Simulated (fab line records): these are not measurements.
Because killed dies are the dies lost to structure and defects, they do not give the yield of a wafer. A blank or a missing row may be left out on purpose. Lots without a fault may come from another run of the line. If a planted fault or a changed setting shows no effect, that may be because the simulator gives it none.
The tool behind it: which one? | flow n5 finfet | Sampling: 7 lots, 21 wafers, 8 of 1938 route steps

WHAT THE GAUGES READ, wafer by wafer
N5_BEOL_M13_CD_MEAS_17: the cd target is 190 nm.
lot  | measured     | on        | cd nm (nm)
L752 | day 11 14:14 | cd sem-03 | 190.1 189.4 186.6
L754 | day 11 19:01 | cd sem-03 | 189.5 189.3 187.6
L755 | day 12 09:46 | cd sem-01 | 190.3 191.8 188.2
L763 | day 13 15:26 | cd sem-02 | 188.7 191.6 192.0
L764 | day 14 14:38 | cd sem-03 | 192.1 191.8 192.8
L766 | day 15 13:39 | cd sem-03 | 192.7 193.1 189.3
L770 | day 15 20:32 | cd sem-02 | 190.7 190.5 191.6

N5_BEOL_M13_OVL_MEAS_29.
lot  | measured     | on         | M13_OVL (nm)
L752 | day 11 14:46 | overlay-02 | -8 -3 0
L754 | day 11 19:29 | overlay-01 | 1 3 3
L755 | day 12 10:08 | overlay-02 | -3 2 -1
L763 | day 13 15:55 | overlay-01 | 7 -2 1
L764 | day 14 15:07 | overlay-02 | -7 -2 -3
L766 | day 15 14:08 | overlay-01 | 2 -2 6
L770 | day 15 21:01 | overlay-02 | 2 1 2

N5_BEOL_M13_OCD_MEAS_35.
lot  | measured     | on     | trench depth nm (nm)
L752 | day 11 15:24 | ocd-01 | 406 413 407
L754 | day 11 20:11 | ocd-01 | 409 407 411
L755 | day 12 10:46 | ocd-01 | 412 408 409
L763 | day 13 16:35 | ocd-01 | 410 416 409
L764 | day 14 15:45 | ocd-02 | 410 410 409
L766 | day 15 15:22 | ocd-01 | 377 379 388
L770 | day 15 21:39 | ocd-02 | 396 383 393

N5_BEOL_M13_THK_MEAS_50: measures by xrf.
lot  | measured     | on            | M13_THK (nm)
L752 | day 11 17:00 | film metro-01 | 401 407 400
L754 | day 11 22:41 | film metro-02 | 414 410 416
L755 | day 12 17:20 | film metro-02 | 418 416 415
L763 | day 14 00:29 | film metro-01 | 409 415 410
L764 | day 14 20:56 | film metro-01 | 408 408 406
L766 | day 15 18:59 | film metro-01 | 379 382 390
L770 | day 16 02:25 | film metro-01 | 390 380 391

N5_BEOL_M13_RS_MEAS_54: a four-point-probe measurement.
lot  | measured     | on            | M13_RS (ohm/sq)
L752 | day 11 17:08 | film metro-01 | 0.0457 0.0450 0.0456
L754 | day 11 22:49 | film metro-01 | 0.0452 0.0455 0.0448
L755 | day 12 17:28 | film metro-01 | 0.0447 0.0452 0.0451
L763 | day 14 00:37 | film metro-01 | 0.0451 0.0447 0.0452
L764 | day 14 21:04 | film metro-02 | 0.0455 0.0454 0.0456
L766 | day 15 19:07 | film metro-02 | 0.0492 0.0489 0.0478
L770 | day 16 02:32 | film metro-02 | 0.0470 0.0488 0.0474

N5_BEOL_M15_RC_MEAS_101.
lot  | measured     | on        | COMB_M10 (S/m)          | COMB_M11 (S/m)          | COMB_M12 (S/m)          | COMB_M13 (S/m)          | COMB_M14 (S/m)          | COMB_M15 (S/m)          | COMB_M5 (S/m)           | COMB_M5_max_site (S/m)  | COMB_M6 (S/m)           | COMB_M7 (S/m)           | COMB_M8 (S/m)           | COMB_M9 (S/m)           | COMB_M9_max_site (S/m)  | SERP_M10 (ohm/um) | SERP_M11 (ohm/um) | SERP_M12 (ohm/um) | SERP_M13 (ohm/um) | SERP_M13_max_site (ohm/um) | SERP_M14 (ohm/um) | SERP_M5 (ohm/um) | SERP_M6 (ohm/um) | SERP_M7 (ohm/um) | SERP_M8 (ohm/um) | SERP_M9 (ohm/um)
L752 | day 12 07:52 | prober-02 | 1.4e-11 2.1e-11 1.1e-11 | 1.3e-11 1.2e-11 1.3e-11 | 5e-12 6.7e-12 6.5e-12   | 4.3e-12 4e-12 5.6e-12   | 2.7e-12 3.4e-12 2.5e-12 | 3.4e-12 2.4e-12 2.1e-12 | 3.6e-11 3.4e-11 5.6e-11 | 4.9e-11 4.6e-11 7.2e-11 | 1.9e-11 2.2e-11 1.8e-11 | 1.7e-11 2.1e-11 2.1e-11 | 3.1e-11 2.3e-11 2.7e-11 | 1e-11 1.5e-11 1.3e-11   | 1.7e-11 1.8e-11 2.2e-11 | 2.95 3.01 2.97    | 2.99 3.02 2.98    | 0.631 0.627 0.618 | 0.313 0.311 0.310 | 0.315 0.317 0.314          | 0.160 0.163 0.159 | 39.6 39.1 40.0   | 12.8 12.6 14.0   | 14.0 13.8 13.5   | 13.6 13.7 14.5   | 3.05 3.06 3.11
L754 | day 12 09:07 | prober-02 | 1.7e-11 1.8e-11 1.6e-11 | 9e-12 9e-12 1.2e-11     | 6.5e-12 5.5e-12 6.4e-12 | 6.1e-12 5.4e-12 5.4e-12 | 3.7e-12 4.6e-12 4.1e-12 | 2.6e-12 2.6e-12 2.7e-12 | 4e-11 3.3e-11 3.7e-11   | 5.7e-11 5.6e-11 5.2e-11 | 2.4e-11 2.6e-11 1.8e-11 | 2.4e-11 2.3e-11 2.8e-11 | 3.5e-11 3.6e-11 3e-11   | 1.9e-11 1.8e-11 1.8e-11 | 2.7e-11 2.3e-11 2.7e-11 | 3.01 3.02 3.02    | 2.98 3.07 3.11    | 0.630 0.624 0.619 | 0.306 0.312 0.307 | 0.308 0.314 0.309          | 0.160 0.161 0.157 | 40.7 41.8 39.8   | 14.1 14.0 14.2   | 14.1 14.2 14.7   | 13.8 13.1 13.5   | 3.27 3.08 3.18
L755 | day 13 07:49 | prober-01 | 1.6e-11 1.1e-11 9e-12   | 1.5e-11 1.8e-11 1.7e-11 | 6.7e-12 5.8e-12 7.7e-12 | 5.7e-12 6.3e-12 5.8e-12 | 5.5e-12 3.8e-12 4.6e-12 | 3.5e-12 3.9e-12 3.6e-12 | 5.2e-11 3.8e-11 3.2e-11 | 7.5e-11 4.9e-11 4.6e-11 | 2.6e-11 2.5e-11 2.4e-11 | 2.5e-11 2.8e-11 1.9e-11 | 2.2e-11 2.3e-11 2.5e-11 | 1.7e-11 1.4e-11 1.5e-11 | 2.5e-11 1.8e-11 2.1e-11 | 2.98 3.02 3.05    | 3.21 3.07 3.09    | 0.611 0.641 0.632 | 0.309 0.310 0.309 | 0.311 0.313 0.313          | 0.152 0.157 0.156 | 40.5 41.2 41.0   | 12.4 13.8 12.9   | 13.5 14.0 13.6   | 13.9 13.1 13.2   | 3.04 3.11 3.14
L763 | day 14 23:39 | prober-01 | 1.7e-11 1.3e-11 1.1e-11 | 1.1e-11 1.4e-11 1e-11   | 6.8e-12 4.5e-12 7.7e-12 | 6.1e-12 4.9e-12 5e-12   | 6e-12 4.3e-12 4.8e-12   | 2.9e-12 3.2e-12 2.8e-12 | 3.3e-11 2.7e-11 3.8e-11 | 4.3e-11 3.9e-11 5.8e-11 | 3.5e-11 2.4e-11 2.9e-11 | 1.8e-11 2e-11 2.6e-11   | 1.8e-11 3.1e-11 2.2e-11 | 2.2e-11 1.6e-11 1.3e-11 | 2.8e-11 2e-11 1.7e-11   | 3.12 3.11 3.05    | 3.11 3.18 2.86    | 0.626 0.641 0.619 | 0.306 0.306 0.301 | 0.310 0.308 0.303          | 0.157 0.156 0.155 | 35.4 36.9 40.4   | 13.7 13.3 13.8   | 13.5 13.5 12.7   | 14.3 13.8 14.3   | 3.02 3.02 3.19
L764 | day 15 08:40 | prober-02 | 9e-12 1e-11 1e-11       | 1.4e-11 1e-11 1.3e-11   | 5.1e-12 7.7e-12 6.4e-12 | 4.8e-12 3.1e-12 4.4e-12 | 3.2e-12 3.3e-12 5.3e-12 | 2e-12 2e-12 2.7e-12     | 3.6e-11 5.4e-11 3.6e-11 | 4.8e-11 7.2e-11 5.6e-11 | 2.6e-11 1.9e-11 2.4e-11 | 1.9e-11 2.4e-11 2.4e-11 | 2.6e-11 2.9e-11 2.2e-11 | 1.4e-11 1.2e-11 1.3e-11 | 2.5e-11 2.1e-11 1.7e-11 | 3.07 3.00 2.94    | 3.07 3.11 3.10    | 0.614 0.640 0.637 | 0.315 0.307 0.305 | 0.319 0.310 0.309          | 0.159 0.155 0.159 | 38.3 39.3 37.2   | 14.2 13.1 13.7   | 13.3 14.4 14.4   | 13.3 14.0 14.0   | 2.92 3.09 2.95
L766 | day 16 12:10 | prober-02 | 1.3e-11 1.2e-11 1.3e-11 | 1.6e-11 1.2e-11 1e-11   | 5.6e-12 7e-12 6.5e-12   | 4.3e-12 4.7e-12 4.5e-12 | 4.2e-12 3.7e-12 3.8e-12 | 2.4e-12 2.4e-12 2.2e-12 | 3.2e-11 3e-11 2.7e-11   | 4.8e-11 3.9e-11 4e-11   | 1.8e-11 1.8e-11 2.1e-11 | 2.9e-11 4e-11 2.5e-11   | 3.5e-11 2.9e-11 2.4e-11 | 1.1e-11 1.4e-11 1.5e-11 | 1.3e-11 2.4e-11 2e-11   | 3.03 2.91 2.97    | 2.95 3.01 3.24    | 0.650 0.663 0.618 | 0.335 0.330 0.321 | 0.338 0.333 0.328          | 0.159 0.162 0.159 | 39.5 36.5 36.7   | 13.5 13.9 13.5   | 13.5 12.9 13.8   | 13.2 13.7 13.2   | 2.91 3.18 3.11
L770 | day 16 20:59 | prober-01 | 1.3e-11 1.6e-11 2e-11   | 1.2e-11 1.7e-11 1.7e-11 | 7.7e-12 6.5e-12 9.8e-12 | 7.1e-12 5.6e-12 7.6e-12 | 4.8e-12 4e-12 4.4e-12   | 3.5e-12 3.4e-12 3.3e-12 | 4.3e-11 4.4e-11 4.3e-11 | 6.2e-11 5.5e-11 6.7e-11 | 2.1e-11 2.7e-11 2.5e-11 | 2.3e-11 3e-11 3.3e-11   | 2e-11 2.5e-11 1.8e-11   | 1e-11 1.4e-11 1.3e-11   | 1.7e-11 2e-11 1.6e-11   | 3.10 3.10 3.01    | 2.91 2.99 3.00    | 0.645 0.620 0.630 | 0.322 0.331 0.325 | 0.326 0.337 0.328          | 0.161 0.159 0.163 | 38.2 37.7 39.7   | 13.0 13.8 13.1   | 13.9 14.6 13.6   | 14.1 13.1 13.7   | 3.17 3.15 3.06

TOOL THAT RAN EACH LOT (tool first, then ch and the chambers of the sampled wafers, then the start)
lot  | N5_BEOL_M13_STRIP_63                 | N5_BEOL_M13_TRENCH_ETCH_34
L752 | plasma asher-02 ch 0,1, day 11 14:02 | rie diel-05 ch 0,1,3, day 11 15:13
L754 | plasma asher-01 ch 0,1, day 11 18:49 | rie diel-05 ch 1,3, day 11 20:01
L755 | plasma asher-02 ch 0,1, day 12 09:34 | rie diel-06 ch 0,3, day 12 10:35
L763 | plasma asher-01 ch 0,1, day 13 15:13 | rie diel-01 ch 0,2,3, day 13 16:25
L764 | plasma asher-01 ch 0,1, day 14 14:26 | rie diel-01 ch 0,2,3, day 14 15:34
L766 | plasma asher-02 ch 0,1, day 15 13:26 | rie diel-01 ch 1,2,3, day 15 15:11
L770 | plasma asher-02 ch 0,1, day 15 20:20 | rie diel-01 ch 0,1,2, day 15 21:32
- N5_BEOL_M13_STRIP_63: strips in N2/H2.
- N5_BEOL_M13_TRENCH_ETCH_34: etches SiOC in C4F8/O2/Ar, target depth 413.47 nm, time 162.6 s.

AS READ BY THE TOOLS THEMSELVES (means over the sampled wafers that have a number; for cases with no such wafer, the mark the record gives instead)
N5_BEOL_M13_STRIP_63.
lot  | tool            | chamber pressure mTorr (mTorr) | drypump motor current A (A) | heater power w (W) | oes product au (a.u.) | strip time to endpoint s (s)
L752 | plasma asher-02 | 1000.5                         | 5.84                        | 393                | 0.672                 | 27.0
L754 | plasma asher-01 | 1000.6                         | 5.66                        | 299                | 0.673                 | 28.3
L755 | plasma asher-02 | 1000.4                         | 5.65                        | 360                | 0.676                 | 27.2
L763 | plasma asher-01 | 999.9                          | 5.56                        | 307                | 0.673                 | 28.5
L764 | plasma asher-01 | 999.4                          | 5.58                        | 302                | 0.676                 | 27.9
L766 | plasma asher-02 | 1000.5                         | 5.83                        | 394                | 0.675                 | 27.9
L770 | plasma asher-02 | 1000.5                         | 5.83                        | 403                | 0.671                 | 26.0

N5_BEOL_M13_TRENCH_ETCH_34.
lot  | tool        | chamber pressure mTorr (mTorr) | drypump motor current A (A) | oes product au (a.u.) | rf vpp V (V) | showerhead plenum p Torr (Torr) | throttle valve pct (%)
L752 | rie diel-05 | 30.004                         | 6.3                         | 0.77                  | 668          | 3.50                            | 24.2
L754 | rie diel-05 | 30.017                         | 6.1                         | 0.70                  | 666          | 3.44                            | 24.1
L755 | rie diel-06 | 29.992                         | 5.9                         | 0.73                  | 664          | 3.40                            | 24.5
L763 | rie diel-01 | 29.982                         | 5.7                         | 0.74                  | 664          | 3.37                            | 24.4
L764 | rie diel-01 | 30.001                         | 5.7                         | 0.73                  | 665          | 3.36                            | 24.4
L766 | rie diel-01 | 30.018                         | 5.6                         | 0.81                  | 665          | 3.40                            | 24.3
L770 | rie diel-01 | 29.983                         | 5.8                         | 0.91                  | 666          | 3.44                            | 24.1

THE ANSWER, worked out from the rows above alone
Rule: the usual values come from the lots themselves. The widest of any qualifying gaps counts: lots, ordered by their means at a reading, are off when they make up no more than a third of the lots, leave a main group of 4 or more, and stand apart from it by 3 or more times the standard deviation of that group's means. If all means in a main group match to the digits the tables above print for the reading, that group is not used. A lot without any number at a reading at which 4 lots or more have one is off too. Where the step has rows for the other lots, those lots are counted as sound. First the gauges in route order, then the tools' own readings, where a lot's mean is used as printed above. The first step at which some lot is off is used, and at that step the reading that is off furthest; a lot without a number counts as furthest.
Off, at N5_BEOL_M13_OCD_MEAS_35 on trench depth nm: L766, L770. The main group: mean 410 nm, standard deviation 1.
A tool fits if, at a process step before that reading, it ran every lot that is off, and no sound lot after the first of them. The gauges at N5_BEOL_M13_OCD_MEAS_35 aren't tried: what is off there is off at N5_BEOL_M13_THK_MEAS_50 too, on other tools, and a gauge's error can't cause that. Undecided on this evidence; 2 tools fit (plasma asher-02 at N5_BEOL_M13_STRIP_63, rie diel-01 at N5_BEOL_M13_TRENCH_ETCH_34).

WHAT HAD BEEN PUT IN BY THE SIMULATOR
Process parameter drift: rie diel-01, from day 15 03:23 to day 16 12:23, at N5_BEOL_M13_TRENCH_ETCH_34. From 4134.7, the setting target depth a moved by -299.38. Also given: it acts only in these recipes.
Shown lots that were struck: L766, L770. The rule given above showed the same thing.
